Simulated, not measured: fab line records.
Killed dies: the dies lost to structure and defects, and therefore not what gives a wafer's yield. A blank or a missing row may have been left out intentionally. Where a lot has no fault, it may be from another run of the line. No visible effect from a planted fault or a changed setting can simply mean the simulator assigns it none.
Which tool did it?	flow nand harc	43 wafers from 15 lots sampled at 4 of the route's 1159 steps

WHAT THE GAUGES SHOWED, per wafer
The record lacks any reading of a measuring or inspecting step that a usual standard deviation could be used to judge.

TOOL THAT RAN EACH LOT (tool first, then ch and the chambers of the sampled wafers, then the start)
lot	NHARC_A_CONTACT_ALD_18	NHARC_A_BLC_DESCUM_15	NHARC_A_BLC_ETCH_17	NHARC_A_BLC_DEGAS_30
L349	ald metal-03 ch 0,3, day 16 20:34	rie diel-11 ch 0,1,3, day 16 22:42	rie diel-11 ch 0,1,3, day 16 23:14	pvd sputter-01, day 17 01:02
L352	ald metal-03 ch 0,1,2, day 17 09:58	rie diel-13 ch 0,2,3, day 17 12:17	rie diel-13 ch 0,1,2, day 17 12:32	pvd sputter-03, day 17 13:53
L354	ald metal-03 ch 1,2, day 17 14:39	rie diel-13 ch 0,1,2, day 17 16:51	rie diel-13 ch 2,3, day 17 17:02	pvd sputter-02, day 17 18:32
L350	ald metal-04 ch 1,2,3, day 17 16:11	rie diel-12 ch 0,1, day 17 19:59	rie diel-12 ch 2,3, day 17 20:09	pvd sputter-03, day 17 21:35
L353	ald metal-01 ch 2,3, day 17 19:59	rie diel-12 ch 0,1,2, day 18 01:45	rie diel-12 ch 0,2,3, day 18 02:00	pvd sputter-01, day 18 03:19
L355	ald metal-03 ch 2,3, day 19 00:23	rie diel-12 ch 1,2, day 19 03:07	rie diel-12 ch 2,3, day 19 03:22	pvd sputter-01, day 19 04:42
L356	ald metal-04 ch 0,2, day 19 02:47	rie diel-13 ch 0,1,2, day 19 04:57	rie diel-13 ch 0,1, day 19 05:07	pvd sputter-02, day 19 06:31
L358	ald metal-04 ch 0,1,2, day 19 09:31	rie diel-11 ch 2,3, day 19 11:47	rie diel-11 ch 0,1,2, day 19 11:59	pvd sputter-01, day 19 13:20
L357	ald metal-01 ch 0,3, day 19 11:07	rie diel-11 ch 1,3, day 19 13:11	rie diel-11 ch 1,2,3, day 19 13:24	pvd sputter-01, day 19 14:46
L360	ald metal-01 ch 0,2, day 19 17:49	rie diel-12 ch 0,2, day 19 20:44	rie diel-12 ch 1,2,3, day 19 21:00	pvd sputter-03, day 19 22:19
L364	ald metal-03 ch 1,3, day 21 08:07	rie diel-12 ch 1,3, day 21 15:22	rie diel-12 ch 2,3, day 21 15:37	pvd sputter-01, day 21 17:07
L368	ald metal-04 ch 2,3, day 21 16:46	rie diel-12 ch 1,3, day 21 21:56	rie diel-12 ch 1,2, day 21 22:15	pvd sputter-02, day 21 23:42
L369	ald metal-01 ch 0,1,2, day 22 05:14	rie diel-12 ch 0,1,3, day 22 10:38	rie diel-12 ch 0,1,3, day 22 10:48	pvd sputter-03, day 22 12:13
L370	ald metal-03 ch 0,1,3, day 22 07:28	rie diel-13 ch 1,2,3, day 22 11:48	rie diel-13 ch 0,1,2, day 22 12:01	pvd sputter-03, day 22 13:22
L372	ald metal-03 ch 0,1, day 23 05:08	rie diel-13 ch 0,1, day 23 12:10	rie diel-13 ch 0,2, day 23 12:23	pvd sputter-02, day 23 13:45
- NHARC_A_CONTACT_ALD_18: deposits TiN, target thk 3 nm, pulse time 1 s, ald cycles 150.
- NHARC_A_BLC_DESCUM_15: chemistry O2, time 3 s.
- NHARC_A_BLC_ETCH_17: etches the open film in N2/H2, target depth 390 nm, time 609.38 s.
- NHARC_A_BLC_DEGAS_30: time 60 s.

AS READ BY THE TOOLS THEMSELVES (means over the sampled wafers that have a number; for cases with no such wafer, the mark the record gives instead)
NHARC_A_CONTACT_ALD_18.
lot	tool	heater power w (W)	precursor pulse height rel
L349	ald metal-03	1167	0.990
L352	ald metal-03	1204	1.021
L354	ald metal-03	1121	0.995
L350	ald metal-04	1002	0.993
L353	ald metal-01	1218	0.993
L355	ald metal-03	979	1.011
L356	ald metal-04	974	0.992
L358	ald metal-04	1050	0.996
L357	ald metal-01	1011	0.988
L360	ald metal-01	1043	0.992
L364	ald metal-03	1122	0.992
L368	ald metal-04	974	0.983
L369	ald metal-01	1052	0.988
L370	ald metal-03	1193	1.000
L372	ald metal-03	1282	0.987

NHARC_A_BLC_DESCUM_15.
lot	tool	drypump motor current A (A)	o2 flow sccm (sccm)	oes product au (a.u.)	rf vpp V (V)	showerhead plenum p Torr (Torr)	throttle valve pct (%)
L349	rie diel-11	5.8	200.2	1.007	57.5	1.95	11.316
L352	rie diel-13	5.8	199.6	0.995	57.9	1.94	11.308
L354	rie diel-13	5.7	199.9	0.995	57.6	1.91	11.315
L350	rie diel-12	6.7	200.4	1.006	58.3	2.04	11.308
L353	rie diel-12	6.1	199.7	1.000	58.4	2.03	11.319
L355	rie diel-12	6.1	200.4	0.992	60.0	2.04	11.307
L356	rie diel-13	5.7	199.5	1.003	58.2	1.91	11.312
L358	rie diel-11	5.4	199.9	1.003	57.2	2.00	11.314
L357	rie diel-11	5.4	199.7	1.010	57.9	1.99	11.320
L360	rie diel-12	6.1	199.8	0.997	58.9	2.03	11.312
L364	rie diel-12	5.9	200.9	0.997	57.7	1.94	11.313
L368	rie diel-12	5.9	200.1	1.002	58.0	1.94	11.308
L369	rie diel-12	6.2	200.4	0.999	57.9	1.97	11.306
L370	rie diel-13	5.7	200.1	0.993	57.6	1.92	11.301
L372	rie diel-13	5.8	200.2	0.994	56.7	1.89	11.309

NHARC_A_BLC_ETCH_17.
lot	tool	drypump motor current A (A)	oes product au (a.u.)	rf vpp V (V)	run length s (s)	showerhead plenum p Torr (Torr)	throttle valve pct (%)
L349	rie diel-11	5.8	1.006	432.2	630.5	2.08	14.171
L352	rie diel-13	5.7	0.987	429.9	630.4	2.03	14.156
L354	rie diel-13	5.9	0.997	431.6	630.4	2.09	14.173
L350	rie diel-12	5.1	0.995	431.3	631.6	2.09	14.167
L353	rie diel-12	5.7	1.001	431.4	631.2	2.09	14.174
L355	rie diel-12	5.2	1.002	429.3	631.1	2.02	14.175
L356	rie diel-13	5.7	0.994	429.3	630.8	2.00	14.166
L358	rie diel-11	5.8	1.010	430.4	630.1	2.03	14.170
L357	rie diel-11	5.4	1.006	431.0	630.7	2.08	14.179
L360	rie diel-12	5.7	0.989	432.6	631.0	2.10	14.179
L364	rie diel-12	5.2	0.992	430.4	511.7	2.05	14.178
L368	rie diel-12	5.8	1.007	434.0	511.1	2.17	14.172
L369	rie diel-12	6.2	0.993	432.8	551.1	2.10	14.178
L370	rie diel-13	5.6	0.982	429.8	630.5	2.03	14.166
L372	rie diel-13	5.7	0.989	431.8	630.4	2.06	14.177

NHARC_A_BLC_DEGAS_30.
lot	tool	heater power w (W)
L349	pvd sputter-01	471
L352	pvd sputter-03	462
L354	pvd sputter-02	471
L350	pvd sputter-03	458
L353	pvd sputter-01	464
L355	pvd sputter-01	492
L356	pvd sputter-02	460
L358	pvd sputter-01	448
L357	pvd sputter-01	466
L360	pvd sputter-03	457
L364	pvd sputter-01	468
L368	pvd sputter-02	503
L369	pvd sputter-03	484
L370	pvd sputter-03	458
L372	pvd sputter-02	476

THE ANSWER, worked out from the rows above alone
Rule: what is usual is taken from the lots themselves. Put in order of their means at a reading, lots are off if they are a third of the lots or fewer, leave a main group of 4 or more, and stand apart from it by a gap of 3 or more times the standard deviation of the main group's means; of several such gaps the widest counts. A main group is skipped when, at the precision printed for the reading in the tables above, its means are all equal. A lot without any number at a reading at which 4 lots or more have one is off too. Where the step has rows for the other lots, those lots are counted as sound. After the gauges, taken in route order, come the tools' own readings; for these a lot's mean is taken, as printed above. At the first step where some lot is off, the reading lying furthest off is the one used; lots without a number count as furthest.
Off: L364, L368, L369, at NHARC_A_BLC_ETCH_17 (run length s). The main group has a mean of 630.7 s with a standard deviation of 0.41.
If a tool, at that step or one of the process steps before it, ran each lot that is off and ran no sound lot following the first of them, it fits. One fits: rie diel-12 at NHARC_A_BLC_DESCUM_15 and NHARC_A_BLC_ETCH_17. At NHARC_A_BLC_DESCUM_15 its last sound lot is L360 (day 19 20:44), its first lot that is off L364 (day 21 15:22): a fault that began between those two fits.

WHAT THE SIMULATOR HAD PUT IN
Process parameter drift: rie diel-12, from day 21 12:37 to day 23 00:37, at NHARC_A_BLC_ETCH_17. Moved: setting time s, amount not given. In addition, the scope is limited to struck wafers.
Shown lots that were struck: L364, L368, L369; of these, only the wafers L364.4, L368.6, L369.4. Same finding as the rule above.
